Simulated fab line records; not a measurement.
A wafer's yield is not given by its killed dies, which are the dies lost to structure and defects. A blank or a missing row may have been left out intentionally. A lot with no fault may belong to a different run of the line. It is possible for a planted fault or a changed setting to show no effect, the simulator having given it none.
Split-lot experiment / flow n5_finfet / route with 1938 steps; 7 lots, 21 wafers read

SPLIT DETAILS
At N5_BEOL_M1_COAT_05 (resist thk 30 nm), the setting spin_rpm was moved away from the recipe's 1500 rpm on 5 of the 21 wafers read, by -6.2% to +8.2%. This setting was run at the recipe's value on the other wafers.

FROM THE SPLIT TO THE READING: what the file shows between them, 5 steps
- N5_BEOL_M1_EBR_07
- N5_BEOL_M1_SOFTBAKE_06: time 60 s
- N5_BEOL_M1_EXPOSE_08: exposes mask M1
- N5_BEOL_M1_PEB_09: peb time 60 s
- N5_BEOL_M1_DEVELOP_10: develop time 30 s

THE READING
CAR-EUV_of_BEOL_M1_COAT_05.thk_nm (the simulator's own value, which no gauge read), in nm, at N5_BEOL_M1_DESCUM_16 (chemistry O2, time 7 s). There is no usual value for it anywhere in the file. Across the 16 wafers here that went through the recipe, the average is 26.1 nm and the standard deviation 0.13 nm.

wafer=L076.2; tool, chamber at the split=litho_track-04, 0; spin_rpm as run, rpm=1407; against the recipe=-6.2%; CAR-EUV_of_BEOL_M1_COAT_05.thk_nm, nm=27.2; against lot-mates on the recipe=+1.2
wafer=L076.3; tool, chamber at the split=litho_track-04, 0; spin_rpm as run, rpm=1407; against the recipe=-6.2%; CAR-EUV_of_BEOL_M1_COAT_05.thk_nm, nm=27; against lot-mates on the recipe=+1.0
wafer=L076.6; tool, chamber at the split=litho_track-04, 0; spin_rpm as run, rpm=1500; against the recipe=recipe; CAR-EUV_of_BEOL_M1_COAT_05.thk_nm, nm=26; against lot-mates on the recipe=-
wafer=L086.1; tool, chamber at the split=litho_track-03, 0; spin_rpm as run, rpm=1500; against the recipe=recipe; CAR-EUV_of_BEOL_M1_COAT_05.thk_nm, nm=26; against lot-mates on the recipe=-
wafer=L086.5; tool, chamber at the split=litho_track-03, 0; spin_rpm as run, rpm=1500; against the recipe=recipe; CAR-EUV_of_BEOL_M1_COAT_05.thk_nm, nm=26.2; against lot-mates on the recipe=-
wafer=L086.6; tool, chamber at the split=litho_track-03, 0; spin_rpm as run, rpm=1500; against the recipe=recipe; CAR-EUV_of_BEOL_M1_COAT_05.thk_nm, nm=26.2; against lot-mates on the recipe=-
wafer=L087.1; tool, chamber at the split=litho_track-04, 0; spin_rpm as run, rpm=1623; against the recipe=+8.2%; CAR-EUV_of_BEOL_M1_COAT_05.thk_nm, nm=24.8; against lot-mates on the recipe=-1.4
wafer=L087.2; tool, chamber at the split=litho_track-04, 0; spin_rpm as run, rpm=1500; against the recipe=recipe; CAR-EUV_of_BEOL_M1_COAT_05.thk_nm, nm=26.2; against lot-mates on the recipe=-
wafer=L087.4; tool, chamber at the split=litho_track-04, 0; spin_rpm as run, rpm=1623; against the recipe=+8.2%; CAR-EUV_of_BEOL_M1_COAT_05.thk_nm, nm=25; against lot-mates on the recipe=-1.2
wafer=L088.1; tool, chamber at the split=litho_track-03, 0; spin_rpm as run, rpm=1543; against the recipe=+2.9%; CAR-EUV_of_BEOL_M1_COAT_05.thk_nm, nm=25.6; against lot-mates on the recipe=-0.2
wafer=L088.5; tool, chamber at the split=litho_track-03, 0; spin_rpm as run, rpm=1500; against the recipe=recipe; CAR-EUV_of_BEOL_M1_COAT_05.thk_nm, nm=25.8; against lot-mates on the recipe=-
wafer=L088.6; tool, chamber at the split=litho_track-03, 0; spin_rpm as run, rpm=1500; against the recipe=recipe; CAR-EUV_of_BEOL_M1_COAT_05.thk_nm, nm=25.8; against lot-mates on the recipe=-
wafer=L089.1; tool, chamber at the split=litho_track-04, 0; spin_rpm as run, rpm=1500; against the recipe=recipe; CAR-EUV_of_BEOL_M1_COAT_05.thk_nm, nm=26; against lot-mates on the recipe=-
wafer=L089.2; tool, chamber at the split=litho_track-04, 0; spin_rpm as run, rpm=1500; against the recipe=recipe; CAR-EUV_of_BEOL_M1_COAT_05.thk_nm, nm=26; against lot-mates on the recipe=-
wafer=L089.3; tool, chamber at the split=litho_track-04, 0; spin_rpm as run, rpm=1500; against the recipe=recipe; CAR-EUV_of_BEOL_M1_COAT_05.thk_nm, nm=26; against lot-mates on the recipe=-
wafer=L094.1; tool, chamber at the split=litho_track-05, 0; spin_rpm as run, rpm=1500; against the recipe=recipe; CAR-EUV_of_BEOL_M1_COAT_05.thk_nm, nm=26.2; against lot-mates on the recipe=-
wafer=L094.3; tool, chamber at the split=litho_track-05, 0; spin_rpm as run, rpm=1500; against the recipe=recipe; CAR-EUV_of_BEOL_M1_COAT_05.thk_nm, nm=26.2; against lot-mates on the recipe=-
wafer=L094.6; tool, chamber at the split=litho_track-05, 0; spin_rpm as run, rpm=1500; against the recipe=recipe; CAR-EUV_of_BEOL_M1_COAT_05.thk_nm, nm=26; against lot-mates on the recipe=-
wafer=L095.2; tool, chamber at the split=litho_track-05, 0; spin_rpm as run, rpm=1500; against the recipe=recipe; CAR-EUV_of_BEOL_M1_COAT_05.thk_nm, nm=26; against lot-mates on the recipe=-
wafer=L095.3; tool, chamber at the split=litho_track-05, 0; spin_rpm as run, rpm=1500; against the recipe=recipe; CAR-EUV_of_BEOL_M1_COAT_05.thk_nm, nm=26; against lot-mates on the recipe=-
wafer=L095.4; tool, chamber at the split=litho_track-05, 0; spin_rpm as run, rpm=1500; against the recipe=recipe; CAR-EUV_of_BEOL_M1_COAT_05.thk_nm, nm=26.2; against lot-mates on the recipe=-

FIT RESULTS
A straight line over all 21 wafers: CAR-EUV_of_BEOL_M1_COAT_05.thk_nm changes by -0.152 nm for each +1% of spin_rpm; r = -0.97; the points scatter about the line by 0.14 nm.
The same after taking each lot's own level away (the mean of its wafers on the recipe; 21 wafers): -0.163 nm for each +1%; r = -0.98; scatter 0.1 nm.
That fit puts the effect of the largest move of spin_rpm on the reading at 1.3 nm.
Across the lots, their own levels run from 25.80 to 26.20 nm, a range of 3.0 times the standard deviation given above.
The two slopes agree, so the slope changes little with the lot-to-lot level.
Check: for one of the wafers moved furthest among these (+8.2%), held out of the fit, the line's prediction against its lot-mates is -1.26 nm. It came out at -1.4 nm against them.

OTHER SPLITS APPLIED TO THESE WAFERS
These wafers also went through other splits before the reading. Each is held against what the fit with the lots' levels taken away leaves over:
other split on the same wafers=N5_BEOL_M0_SAQP_EXPOSE_37 dose_mj; wafers away from the commonest value=5; r with CAR-EUV_of_BEOL_M1_COAT_05.thk_nm (lot level and that fit taken away)=-0.21
other split on the same wafers=N5_BEOL_M1_PECVD_72 temp_c; wafers away from the commonest value=10; r with CAR-EUV_of_BEOL_M1_COAT_05.thk_nm (lot level and that fit taken away)=-0.23

THE WHOLE CHAIN: every reading that the file lists as answering this split, in the file's order
step=N5_BEOL_M1_COAT_05; what it does=resist thk 30 nm; reading=CAR-EUV_of_BEOL_M1_COAT_05.thk_nm (the simulator's own value, which no gauge read); change (the file's fit)=-0.139 nm for each +1% of the setting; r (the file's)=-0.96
step=N5_BEOL_M1_DEVELOP_10; what it does=develop time 30 s; reading=CAR-EUV_of_BEOL_M1_COAT_05.thk_nm (the simulator's own value, which no gauge read); change (the file's fit)=-0.151 nm for each +1% of the setting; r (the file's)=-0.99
step=N5_BEOL_M1_DESCUM_16; what it does=chemistry O2, time 7 s; reading=CAR-EUV_of_BEOL_M1_COAT_05.thk_nm (the simulator's own value, which no gauge read); change (the file's fit)=-0.159 nm for each +1% of the setting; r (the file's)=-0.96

FILE'S OWN FIT
CAR-EUV_of_BEOL_M1_COAT_05.thk_nm changes by -0.159 nm for each +1% of spin_rpm, r = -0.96.
